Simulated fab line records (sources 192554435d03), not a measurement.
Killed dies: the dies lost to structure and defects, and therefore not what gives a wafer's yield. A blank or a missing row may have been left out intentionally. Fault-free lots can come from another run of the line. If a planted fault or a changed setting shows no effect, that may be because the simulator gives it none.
Matching of chambers + flow n5Finfet + rieDiel-05 running N5_GATE_CUT_ETCH_58: 4 sister chambers
The step etches SiNx in CH3F/O2, target depth 17 nm, time 128.6 s. 4 wafers are shown with their chamber, then 8 later ones without.

EACH WAFER AND ITS CHAMBER
| wafer  | chamber | throttleValvePct (%) |
|--------|---------|----------------------|
| L077.2 | 2       | 16.3                 |
| L084.3 | 1       | 16.3                 |
| L084.6 | 0       | 16.7                 |
| L085.1 | 3       | 16.5                 |

WAFERS WHOSE CHAMBER IS MISSING
| wafer  | throttleValvePct (%) |
|--------|----------------------|
| L085.2 | 16.8                 |
| L085.6 | 15.9                 |
| L096.4 | 16.3                 |
| L096.5 | 16.8                 |
| L096.6 | 16.6                 |
| L097.1 | 16.8                 |
| L097.2 | 15.9                 |
| L097.5 | 15.9                 |

CHAMBER TAKEN BY EACH
| wafer  | from the rows above               | in truth |
|--------|-----------------------------------|----------|
| L085.2 | can't be placed: 0 or 3 or 1 or 2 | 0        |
| L085.6 | can't be placed: 1 or 2 or 3 or 0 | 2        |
| L096.4 | can't be placed: 1 or 2 or 3 or 0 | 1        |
| L096.5 | can't be placed: 0 or 3 or 1 or 2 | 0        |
| L096.6 | can't be placed: 0 or 3 or 1 or 2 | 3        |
| L097.1 | can't be placed: 0 or 3 or 1 or 2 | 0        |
| L097.2 | can't be placed: 1 or 2 or 3 or 0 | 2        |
| L097.5 | can't be placed: 1 or 2 or 3 or 0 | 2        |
Placed correctly: 0 of 8. These rows do not allow placing 8 (true chamber among the candidates in 8). Placed wrongly: 0.
How it was worked out, from the rows above alone: a wafer's distance from a chamber is the root of the sum, over the readings, of the square of ((its reading less the chamber's mean) divided by the reading's scatter). The wafer belongs to the nearest chamber; if the next one is less than 2 further off, it can't be placed. Each chamber's mean is taken over the wafers shown for it. The scatter (one wafer shown for each chamber): square how far every hidden wafer sits from the nearest shown wafer, average those squares and take the square root.
